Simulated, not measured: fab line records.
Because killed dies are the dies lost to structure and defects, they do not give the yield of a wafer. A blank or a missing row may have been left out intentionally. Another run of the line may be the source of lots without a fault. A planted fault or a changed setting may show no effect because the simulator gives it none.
Which of the tools did it?    flow n5-finfet    72 wafers from 24 lots sampled at 6 of the route's 1938 steps

## WHAT THE GAUGES READ, wafer by wafer
N5_BEOL_M10_CD_MEAS_11 targets a cd of 64.1 nm.
lot   measured      on         cd-nm (nm)
L074  day 9 12:37   cd-sem-02  64.8 64.3 64.7
L076  day 10 03:59  cd-sem-01  64.2 64.7 65.0
L075  day 10 07:45  cd-sem-03  64.7 64.8 64.3
L079  day 10 11:13  cd-sem-02  64.2 64.1 63.5
L077  day 10 13:56  cd-sem-02  64.4 64.7 64.8
L078  day 10 14:22  cd-sem-01  63.3 64.3 63.7
L081  day 11 07:13  cd-sem-01  65.5 64.7 65.3
L080  day 11 07:38  cd-sem-02  65.1 64.7 65.3
L082  day 11 13:17  cd-sem-01  64.6 64.7 64.5
L084  day 12 05:35  cd-sem-01  63.9 64.4 63.8
L083  day 12 06:16  cd-sem-03  64.4 64.6 64.4
L085  day 12 13:43  cd-sem-03  64.3 64.3 64.1
L086  day 12 20:03  cd-sem-02  63.9 63.7 64.4
L088  day 13 11:26  cd-sem-02  64.4 64.2 64.1
L087  day 13 11:12  cd-sem-03  64.2 64.2 64.1
L091  day 14 01:12  cd-sem-01  64.1 64.1 64.9
L090  day 14 01:27  cd-sem-02  64.1 65.0 65.2
L089  day 14 02:33  cd-sem-01  64.0 64.2 63.6
L093  day 14 05:17  cd-sem-03  64.6 64.8 64.8
L092  day 14 11:18  cd-sem-01  64.3 64.0 64.3
L094  day 14 22:04  cd-sem-01  64.1 64.1 64.4
L095  day 15 10:38  cd-sem-02  63.2 64.1 64.5
L096  day 15 11:04  cd-sem-02  64.2 64.5 64.4
L097  day 15 17:13  cd-sem-02  64.2 64.3 64.6

N5_BEOL_M10_OVL_MEAS_29.
lot   measured      on          V9_OVL (nm)
L074  day 9 15:08   overlay-02  0.1 0.8 0.7
L076  day 10 06:29  overlay-02  -0.7 -0.8 0.4
L075  day 10 08:50  overlay-01  0.4 0.4 0.0
L079  day 10 15:25  overlay-02  0.0 0.8 -0.2
L077  day 10 15:40  overlay-02  0.2 -0.6 -0.4
L078  day 10 15:50  overlay-01  -0.5 0.7 0.0
L081  day 11 08:52  overlay-02  1.0 1.0 0.6
L080  day 11 09:31  overlay-01  -0.4 1.1 0.0
L082  day 11 15:04  overlay-02  -0.6 -0.1 0.6
L084  day 12 08:17  overlay-02  -1.2 -1.6 -0.5
L083  day 12 08:28  overlay-01  0.4 -0.1 0.9
L085  day 12 18:48  overlay-01  0.1 -0.5 0.1
L086  day 12 21:19  overlay-02  0.0 -0.4 0.0
L088  day 13 13:02  overlay-02  -0.3 -0.6 -0.7
L087  day 13 13:12  overlay-01  -0.2 -0.1 -0.6
L091  day 14 04:23  overlay-02  0.9 1.2 0.7
L090  day 14 04:13  overlay-01  0.9 0.6 0.8
L089  day 14 04:02  overlay-02  0.5 0.6 0.6
L093  day 14 07:05  overlay-01  -0.4 0.5 0.8
L092  day 14 12:34  overlay-01  -0.4 -0.6 -0.5
L094  day 15 01:40  overlay-01  0.3 -0.1 -0.4
L095  day 15 11:56  overlay-02  0.4 0.1 -0.4
L096  day 15 13:06  overlay-02  -0.8 -0.4 0.0
L097  day 15 18:37  overlay-01  -0.3 -0.1 0.4

N5_BEOL_M10_THK_MEAS_53: measures by xrf.
lot   measured      on             M10_THK (nm)
L074  day 9 18:49   film-metro-01  146 141 147
L076  day 10 10:51  film-metro-01  141 142 141
L075  day 10 12:16  film-metro-01  140 140 143
L079  day 10 18:52  film-metro-02  139 140 135
L077  day 10 19:08  film-metro-02  142 143 141
L078  day 10 19:29  film-metro-01  140 136 141
L081  day 11 14:08  film-metro-02  141 137 140
L080  day 11 14:14  film-metro-01  139 140 142
L082  day 11 20:16  film-metro-02  138 142 139
L084  day 12 11:23  film-metro-02  147 142 140
L083  day 12 14:22  film-metro-02  144 139 140
L085  day 12 21:31  film-metro-01  140 139 145
L086  day 13 00:29  film-metro-01  146 143 147
L088  day 13 18:05  film-metro-01  144 151 139
L087  day 13 18:18  film-metro-02  136 142 137
L091  day 14 09:24  film-metro-01  139 143 139
L090  day 14 09:08  film-metro-01  139 139 138
L089  day 14 06:59  film-metro-01  137 140 145
L093  day 14 10:11  film-metro-02  143 139 151
L092  day 14 15:23  film-metro-01  139 139 147
L094  day 15 05:08  film-metro-02  147 141 151
L095  day 15 15:10  film-metro-02  138 149 143
L096  day 15 16:06  film-metro-02  145 139 133
L097  day 15 22:32  film-metro-01  145 139 137

## TOOL THAT RAN EACH LOT (tool first, then ch and the chambers of the sampled wafers, then the start)
lot   N5_BEOL_M9_DEGAS_44           N5_BEOL_M10_STRIP_67                N5_BEOL_M10_DEGAS_44
L074  pvd-sputter-01, day 9 09:35   rie-diel-03 ch 0,1,2, day 9 12:57   pvd-sputter-01, day 9 17:22
L076  pvd-sputter-02, day 10 00:43  rie-diel-06 ch 1,2,3, day 10 04:18  pvd-sputter-03, day 10 08:06
L075  pvd-sputter-02, day 10 02:38  rie-diel-06 ch 1,2,3, day 10 08:10  pvd-sputter-02, day 10 10:44
L079  pvd-sputter-03, day 10 07:47  rie-diel-01 ch 0,1, day 10 11:32    pvd-sputter-01, day 10 16:33
L077  pvd-sputter-02, day 10 08:00  rie-diel-06 ch 2,3, day 10 14:17    pvd-sputter-02, day 10 17:04
L078  pvd-sputter-01, day 10 09:38  rie-diel-03 ch 0,2,3, day 10 14:42  pvd-sputter-02, day 10 17:45
L081  pvd-sputter-03, day 11 02:42  rie-diel-01 ch 0,1, day 11 08:10    pvd-sputter-03, day 11 12:43
L080  pvd-sputter-03, day 11 03:31  rie-diel-06 ch 0,1,2, day 11 08:46  pvd-sputter-01, day 11 12:48
L082  pvd-sputter-02, day 11 09:46  rie-diel-01 ch 0,2, day 11 14:16    pvd-sputter-02, day 11 18:38
L084  pvd-sputter-03, day 12 00:58  rie-diel-01 ch 1,2,3, day 12 05:55  pvd-sputter-03, day 12 09:41
L083  pvd-sputter-02, day 12 02:25  rie-diel-01 ch 0,2,3, day 12 06:36  pvd-sputter-03, day 12 12:26
L085  pvd-sputter-01, day 12 06:23  rie-diel-01 ch 2,3, day 12 14:04    pvd-sputter-01, day 12 19:53
L086  pvd-sputter-01, day 12 13:34  rie-diel-01 ch 0,1, day 12 20:37    pvd-sputter-01, day 12 22:30
L088  pvd-sputter-03, day 13 04:06  rie-diel-06 ch 0,1,2, day 13 12:05  pvd-sputter-02, day 13 16:37
L087  pvd-sputter-03, day 13 04:26  rie-diel-03 ch 0,3, day 13 11:53    pvd-sputter-02, day 13 16:47
L091  pvd-sputter-01, day 13 21:23  rie-diel-01 ch 1,2, day 14 02:05    pvd-sputter-02, day 14 07:41
L090  pvd-sputter-01, day 13 21:38  rie-diel-03 ch 0,3, day 14 02:14    pvd-sputter-02, day 14 07:36
L089  pvd-sputter-03, day 13 23:34  rie-diel-03 ch 0, day 14 02:59      pvd-sputter-01, day 14 05:07
L093  pvd-sputter-03, day 14 00:07  rie-diel-03 ch 0,1,3, day 14 05:52  pvd-sputter-01, day 14 08:13
L092  pvd-sputter-01, day 14 08:08  rie-diel-01 ch 0,2,3, day 14 11:37  pvd-sputter-01, day 14 13:41
L094  pvd-sputter-03, day 14 18:42  rie-diel-03 ch 0,2,3, day 14 22:23  pvd-sputter-02, day 15 03:14
L095  pvd-sputter-01, day 15 04:50  rie-diel-01 ch 0,3, day 15 10:57    pvd-sputter-01, day 15 13:43
L096  pvd-sputter-01, day 15 07:03  rie-diel-06 ch 1,3, day 15 11:23    pvd-sputter-01, day 15 14:26
L097  pvd-sputter-03, day 15 11:43  rie-diel-03 ch 0,3, day 15 17:37    pvd-sputter-02, day 15 20:44
- N5_BEOL_M9_DEGAS_44: time 60 s.
- N5_BEOL_M10_STRIP_67: strips in CF4.
- N5_BEOL_M10_DEGAS_44: time 60 s.

## WHAT THE TOOLS THEMSELVES READ (means of the sampled wafers that have a number; where no wafer has one, the mark that the record gives instead)
N5_BEOL_M9_DEGAS_44.
lot   tool            heater-power-w (W)
L074  pvd-sputter-01  382
L076  pvd-sputter-02  381
L075  pvd-sputter-02  351
L079  pvd-sputter-03  311
L077  pvd-sputter-02  413
L078  pvd-sputter-01  368
L081  pvd-sputter-03  341
L080  pvd-sputter-03  328
L082  pvd-sputter-02  356
L084  pvd-sputter-03  352
L083  pvd-sputter-02  351
L085  pvd-sputter-01  340
L086  pvd-sputter-01  338
L088  pvd-sputter-03  364
L087  pvd-sputter-03  316
L091  pvd-sputter-01  337
L090  pvd-sputter-01  344
L089  pvd-sputter-03  327
L093  pvd-sputter-03  322
L092  pvd-sputter-01  363
L094  pvd-sputter-03  348
L095  pvd-sputter-01  369
L096  pvd-sputter-01  346
L097  pvd-sputter-03  360

N5_BEOL_M10_STRIP_67.
lot   tool         drypump-motor-current-A (A)  oes-product-au (a.u.)  power-w (W)  rf-vpp-V (V)  showerhead-plenum-p-Torr (Torr)  throttle-valve-pct (%)
L074  rie-diel-03  5.6                          0.73                   300.1        271.1         1.77                             13.66
L076  rie-diel-06  5.2                          0.79                   300.2        270.2         1.76                             13.50
L075  rie-diel-06  5.2                          0.79                   299.4        270.3         1.76                             13.51
L079  rie-diel-01  5.6                          0.78                   299.4        271.1         1.77                             13.73
L077  rie-diel-06  5.0                          0.79                   299.8        269.9         1.73                             13.38
L078  rie-diel-03  5.9                          0.76                   299.0        271.3         1.80                             13.76
L081  rie-diel-01  5.7                          0.83                   298.7        270.2         1.76                             13.56
L080  rie-diel-06  5.2                          0.75                   300.0        271.6         1.79                             13.75
L082  rie-diel-01  5.3                          0.74                   299.6        270.5         1.84                             13.89
L084  rie-diel-01  5.8                          0.82                   300.6        271.5         1.84                             13.54
L083  rie-diel-01  5.7                          0.76                   300.2        272.8         1.84                             13.74
L085  rie-diel-01  6.0                          0.79                   299.0        271.5         1.88                             13.55
L086  rie-diel-01  5.6                          0.76                   301.1        270.8         1.77                             13.77
L088  rie-diel-06  5.2                          0.74                   300.2        270.9         1.79                             13.77
L087  rie-diel-03  6.1                          0.93                   299.8        271.4         1.84                             13.44
L091  rie-diel-01  5.5                          0.82                   299.5        271.9         1.79                             13.59
L090  rie-diel-03  6.0                          0.87                   300.2        272.1         1.82                             13.51
L089  rie-diel-03  6.3                          0.94                   301.1        273.0         1.84                             13.40
L093  rie-diel-03  5.6                          0.84                   299.4        270.8         1.79                             13.43
L092  rie-diel-01  5.7                          0.84                   299.9        271.9         1.84                             13.59
L094  rie-diel-03  5.9                          0.89                   299.8        272.2         1.86                             13.45
L095  rie-diel-01  6.2                          0.84                   299.9        271.8         1.85                             13.44
L096  rie-diel-06  5.1                          0.75                   300.6        270.3         1.75                             13.47
L097  rie-diel-03  6.1                          0.88                   300.1        271.1         1.83                             13.49

N5_BEOL_M10_DEGAS_44.
lot   tool            heater-power-w (W)
L074  pvd-sputter-01  309
L076  pvd-sputter-03  377
L075  pvd-sputter-02  409
L079  pvd-sputter-01  374
L077  pvd-sputter-02  355
L078  pvd-sputter-02  385
L081  pvd-sputter-03  331
L080  pvd-sputter-01  307
L082  pvd-sputter-02  355
L084  pvd-sputter-03  343
L083  pvd-sputter-03  332
L085  pvd-sputter-01  338
L086  pvd-sputter-01  343
L088  pvd-sputter-02  384
L087  pvd-sputter-02  382
L091  pvd-sputter-02  353
L090  pvd-sputter-02  384
L089  pvd-sputter-01  312
L093  pvd-sputter-01  345
L092  pvd-sputter-01  327
L094  pvd-sputter-02  384
L095  pvd-sputter-01  404
L096  pvd-sputter-01  307
L097  pvd-sputter-02  382

## THE ANSWER, worked out from the rows above alone
Rule: what is usual is taken from the lots themselves. The widest of any qualifying gaps counts: lots, ordered by their means at a reading, are off when they make up no more than a third of the lots, leave a main group of 4 or more, and stand apart from it by 3 or more times the standard deviation of that group's means. A main group is skipped when, at the precision printed for the reading in the tables above, its means are all equal. A lot without any number at a reading at which 4 lots or more have one is off too. All remaining lots with rows at the step are treated as sound. The gauges are gone through in route order, then the tools' own readings, and for those a lot's mean is taken as printed above. The first step at which some lot is off is used, and at that step the reading that is off furthest; a lot without a number counts as furthest.
No lot is off at any reading shown: from this, nothing can be told.

## WHAT THE SIMULATOR HAD INSERTED
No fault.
